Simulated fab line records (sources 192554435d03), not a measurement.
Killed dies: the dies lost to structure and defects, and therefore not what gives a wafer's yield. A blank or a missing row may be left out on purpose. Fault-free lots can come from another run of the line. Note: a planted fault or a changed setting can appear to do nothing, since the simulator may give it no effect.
fab line records ; flow n5Finfet
record lots=7; wafers=21
route steps=1938 shown MIM_BOT@1833 PASS1_CAP@1874
startH: the number of hours between the record's first day and the start of the first shown wafer of the lot ; waitH: hours from the lot's prior step to this one ; " unchanged from the row above ; L1.1+2: one row covering several wafers at once ; - either no value or no given start ; * or withheld: withheld ; < > ~ a bound
route shown NAME@n: NAME is a module with steps in the file, n the number in the route of the first one ; usual: average and standard deviation across the fault-free wafers ; same: alike in all rows ; chamber/n: place in a boat ; sites: the reading at each site ; _std_site: the values' standard deviation ; _edge_site: mean of outer sites minus mean of inner sites ; radiusMm: how far each site lies from the wafer's centre ; mask NAME#n: copy n ; behind: the most recent tool/chamber to have shaped the wafer ; hold: reason for holding the lot/hours on hold/outcome of the hold ; device: whichever transistor did not switch (one of n, p or np) ; end of line: the tests these same wafers got at the end of their route ; step lacking rows: just its recipe ; killed: dies that structure and defects cost at the first sort, which is not the same as the wafer's yield ; map: a wafer's dies, x killed, . not, _ none there
set.NAME: the setting as run; set.NAME@STEP: as run at that earlier step ; model.NAME: the simulator's own value behind a step, which no gauge read
lots where settings were altered on purpose, with a table for each step and a row for each wafer
## steps
# step N5_MIM_BOT_SPUTTER_00
# recipe material=TiN; targetThkA=350; tempC=200; powerW=3000; chamberPressurePa=0.49996; gas=Ar; reactivePartialPa=0.37997; timeS=89.7
lot.wafer;tool;chamber;startH;waitH;set.powerW;model.TiN_of_MIM_BOT_SPUTTER_00.thkNm
L074.2;pvdSputter-01;-;273.87;0.0;3000;35.6
L074.3+4;pvdSputter-01;-;273.87;0.0;3000;35.4
L076.1;pvdSputter-02;-;277.16;0.0;3000;34.4
L076.2;pvdSputter-02;-;277.16;0.0;2800;32.4
L076.5;pvdSputter-02;-;277.16;0.0;2800;32.6
L084.3+5;pvdSputter-01;-;323.04;0.0;3000;34.6
L084.6;pvdSputter-01;-;323.04;0.0;3000;34.8
L085.1+5;pvdSputter-02;-;337.82;0.0;3000;35
L085.6;pvdSputter-02;-;337.82;0.0;3000;35.2
L093.2;pvdSputter-03;-;368.24;0.0;3000;35.2
L093.3;pvdSputter-03;-;368.24;0.0;3000;35.6
L093.4;pvdSputter-03;-;368.24;0.0;3174;37.2
L092.1;pvdSputter-03;-;376.39;0.0;3000;34.8
L092.2;pvdSputter-03;-;376.39;0.0;3158;36
L092.3;pvdSputter-03;-;376.39;0.0;3158;37.2
L091.1;pvdSputter-03;-;413.41;0.0;3000;34.4
L091.5;pvdSputter-03;-;413.41;0.0;3000;34.6
L091.6;pvdSputter-03;-;413.41;0.0;3000;35
# step N5_PASSIVATION_PECVD_01
# recipe material=SiNx; targetThkA=2000; tempC=400; precursor=SiH4/NH3/N2; pressureTorr=4.9; rfW=1406; timeS=43.2
lot.wafer;tool;chamber;startH;waitH;set.timeS;model.SiNx_of_PASSIVATION_PECVD_01.thkNm
L074.2;pecvd-02;1;277.73;0.0;43.2;202.6
L074.3;pecvd-02;0;277.73;0.0;40.67;189
L074.4;pecvd-02;0;277.73;0.0;43.2;202.2
L076.1;pecvd-04;1;280.16;0.0;38.31;177.4
L076.2;pecvd-04;0;280.16;0.0;43.2;199
L076.5;pecvd-04;2;280.16;0.0;38.31;177.2
L084.3;pecvd-04;1;325.98;0.0;40.92;188
L084.5;pecvd-04;0;325.98;0.0;40.92;189.8
L084.6;pecvd-04;2;325.98;0.0;43.2;199.8
L085.1;pecvd-01;0;344.06;0.0;43.2;198.2
L085.5;pecvd-01;0;344.06;0.0;43.2;202.2
L085.6;pecvd-01;1;344.06;0.0;43.2;202.8
L093.2;pecvd-01;2;375.10;0.0;47.82;224.4
L093.3;pecvd-01;0;375.10;0.0;47.82;220.8
L093.4;pecvd-01;0;375.10;0.0;43.2;204.2
L092.1;pecvd-04;0;379.39;0.0;43.2;197.2
L092.2;pecvd-04;2;379.39;0.0;43.2;196
L092.3;pecvd-04;0;379.39;0.0;43.2;202.2
L091.1;pecvd-02;2;417.14;0.0;47.18;218.6
L091.5;pecvd-02;2;417.14;0.0;43.2;202.6
L091.6;pecvd-02;1;417.14;0.0;47.18;219.6
## key
split step=N5_MIM_BOT_SPUTTER_00; setting=powerW; stated=3000; by=wafer
response step=N5_MIM_BOT_SPUTTER_00; reading=model.TiN_of_MIM_BOT_SPUTTER_00.thkNm; change=+0.308; per=1%; r=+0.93
split step=N5_PASSIVATION_PECVD_01; setting=timeS; stated=43.2; by=wafer
response step=N5_PASSIVATION_PECVD_01; reading=model.SiNx_of_PASSIVATION_PECVD_01.thkNm; change=+1.88; per=1%; r=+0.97
